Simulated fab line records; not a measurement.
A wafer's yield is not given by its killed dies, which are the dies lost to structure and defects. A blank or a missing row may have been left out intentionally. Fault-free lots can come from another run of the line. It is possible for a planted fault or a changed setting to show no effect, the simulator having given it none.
Chamber matching || flow n5-finfet || N5_BEOL_M0_SAQP_ALD_48 on ald-sin-02: 4 sister chambers
The step deposits SiO2, target thk 20 nm, pulse time 1 s, co reactant pulse time 1 s. 8 wafers are shown with their chamber, then 9 later ones without.

WAFERS PAIRED WITH THEIR CHAMBERS
{"wafer": "L082.1", "chamber": 2, "heater-power-w (W)": 73, "precursor-pulse-height-rel": 1.024}
{"wafer": "L082.2", "chamber": 3, "heater-power-w (W)": 71, "precursor-pulse-height-rel": 0.995}
{"wafer": "L082.3", "chamber": 0, "heater-power-w (W)": 78, "precursor-pulse-height-rel": 0.990}
{"wafer": "L082.5", "chamber": 1, "heater-power-w (W)": 79, "precursor-pulse-height-rel": 1.010}
{"wafer": "L082.6", "chamber": 0, "heater-power-w (W)": 78, "precursor-pulse-height-rel": 1.000}
{"wafer": "L085.4", "chamber": 3, "heater-power-w (W)": 70, "precursor-pulse-height-rel": 0.972}
{"wafer": "L085.5", "chamber": 1, "heater-power-w (W)": 83, "precursor-pulse-height-rel": 0.959}
{"wafer": "L085.6", "chamber": 2, "heater-power-w (W)": 72, "precursor-pulse-height-rel": 1.008}

WAFERS WITH NO CHAMBER GIVEN
{"wafer": "L089.1", "heater-power-w (W)": 79, "precursor-pulse-height-rel": 0.962}
{"wafer": "L089.3", "heater-power-w (W)": 84, "precursor-pulse-height-rel": 1.016}
{"wafer": "L089.4", "heater-power-w (W)": 72, "precursor-pulse-height-rel": 1.002}
{"wafer": "L093.1", "heater-power-w (W)": 79, "precursor-pulse-height-rel": 0.997}
{"wafer": "L093.4", "heater-power-w (W)": 73, "precursor-pulse-height-rel": 1.006}
{"wafer": "L093.6", "heater-power-w (W)": 80, "precursor-pulse-height-rel": 0.993}
{"wafer": "L097.2", "heater-power-w (W)": 79, "precursor-pulse-height-rel": 1.010}
{"wafer": "L097.4", "heater-power-w (W)": 78, "precursor-pulse-height-rel": 1.017}
{"wafer": "L097.5", "heater-power-w (W)": 70, "precursor-pulse-height-rel": 0.981}

EACH ONE'S CHAMBER
{"wafer": "L089.1", "from the rows above": "can't be placed: 1 or 0", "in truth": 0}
{"wafer": "L089.3", "from the rows above": "can't be placed: 1 or 0", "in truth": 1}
{"wafer": "L089.4", "from the rows above": "can't be placed: 2 or 3", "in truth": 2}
{"wafer": "L093.1", "from the rows above": "can't be placed: 0 or 1", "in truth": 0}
{"wafer": "L093.4", "from the rows above": "can't be placed: 2 or 3", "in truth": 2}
{"wafer": "L093.6", "from the rows above": "can't be placed: 1 or 0", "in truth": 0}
{"wafer": "L097.2", "from the rows above": "can't be placed: 0 or 1", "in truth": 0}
{"wafer": "L097.4", "from the rows above": "can't be placed: 0 or 1", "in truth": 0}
{"wafer": "L097.5", "from the rows above": 3, "in truth": 3}
Placed correctly: 1 of 9. From these rows, 8 cannot be placed; in 8 the true chamber is one of the candidates. 0 placed wrongly.
How it was worked out, from the rows above alone: a wafer's distance from a chamber is the root of the sum, over the readings, of the square of ((its reading less the chamber's mean) divided by the reading's scatter). If the next closest chamber is less than 2 further off than the closest, the wafer can't be placed; otherwise it belongs to the closest. For every chamber, the mean is computed from those of its wafers that are shown. How the scatter is found: for the shown wafers, subtract from each reading the mean of its chamber, square and add these, divide the total by (wafers less chambers), then take the root.
